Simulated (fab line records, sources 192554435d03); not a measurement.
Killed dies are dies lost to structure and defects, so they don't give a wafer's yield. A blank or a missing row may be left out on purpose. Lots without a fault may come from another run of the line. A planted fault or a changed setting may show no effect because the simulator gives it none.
Chamber matching | flow n5_finfet | N5_BEOL_M14_ETCH_59 on rie_diel-05: 4 sister chambers
The step etches BARC in N2/H2, target depth 89 nm, overetch 26.7 nm, time 67.9 s. 18 wafers are shown with their chamber, then 9 later ones without.

WAFERS WITH THEIR CHAMBER
wafer  | chamber | drypump_motor_current_A (A) | showerhead_plenum_p_Torr (Torr) | throttle_valve_pct (%)
L076.2 | 0       | 5.3                         | 2.51                            | 17.56
L076.3 | 3       | 4.8                         | 2.63                            | 17.95
L076.4 | 3       | 4.8                         | 2.63                            | 17.93
L075.3 | 3       | 4.8                         | 2.63                            | 17.93
L075.4 | 3       | 4.8                         | 2.63                            | 17.94
L075.5 | 0       | 5.2                         | 2.51                            | 17.56
L079.1 | 2       | 6.3                         | 2.42                            | 18.29
L079.3 | 1       | 5.4                         | 2.49                            | 17.89
L079.4 | 0       | 5.3                         | 2.50                            | 17.58
L081.2 | 1       | 5.4                         | 2.49                            | 17.91
L081.3 | 2       | 6.2                         | 2.42                            | 18.31
L081.6 | 1       | 5.4                         | 2.49                            | 17.90
L084.3 | 1       | 5.4                         | 2.48                            | 17.91
L084.4 | 0       | 5.2                         | 2.50                            | 17.61
L084.6 | 1       | 5.4                         | 2.48                            | 17.90
L086.1 | 3       | 4.8                         | 2.62                            | 18.02
L086.2 | 2       | 6.2                         | 2.41                            | 18.33
L086.6 | 3       | 4.8                         | 2.62                            | 17.99

SIGNATURES (means of the wafers above)
reading                  | chamber 0 | chamber 1 | chamber 2 | chamber 3 | scatter within a chamber
drypump_motor_current_A  | 5.250     | 5.400     | 6.233     | 4.800     | 0.0345
showerhead_plenum_p_Torr | 2.5050    | 2.4860    | 2.4167    | 2.6267    | 0.00548
throttle_valve_pct       | 17.5775   | 17.9020   | 18.3100   | 17.9600   | 0.0261
Rule: a wafer's distance from a chamber is the root of the sum, over the readings, of the square of ((its reading less the chamber's mean) divided by the reading's scatter). The wafer belongs to the nearest chamber; if the next one is less than 2 further off, it can't be placed. The scatter: the root of (the sum of the squares of (reading less its chamber's mean) over the shown wafers, divided by (wafers less chambers)).

WAFERS WITHOUT THEIR CHAMBER
wafer  | drypump_motor_current_A (A) | showerhead_plenum_p_Torr (Torr) | throttle_valve_pct (%)
L088.1 | 4.8                         | 2.62                            | 17.99
L088.2 | 5.4                         | 2.48                            | 17.93
L088.5 | 4.8                         | 2.62                            | 18.00
L090.1 | 4.8                         | 2.61                            | 18.01
L090.4 | 5.2                         | 2.49                            | 17.62
L090.5 | 4.8                         | 2.61                            | 18.02
L096.1 | 4.8                         | 2.61                            | 17.50
L096.2 | 6.2                         | 2.73                            | 17.76
L096.4 | 5.2                         | 2.48                            | 17.66

WHICH CHAMBER EACH WENT THROUGH
wafer  | from the rows above | in truth
L088.1 | 3                   | 3
L088.2 | 1                   | 1
L088.5 | 3                   | 3
L090.1 | 3                   | 3
L090.4 | 0                   | 0
L090.5 | 3                   | 3
L096.1 | 3                   | 3
L096.2 | 3                   | 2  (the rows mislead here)
L096.4 | 0                   | 0
Placed correctly: 8 of 9. Can't be placed from these rows: 0. Placed wrongly: 1.
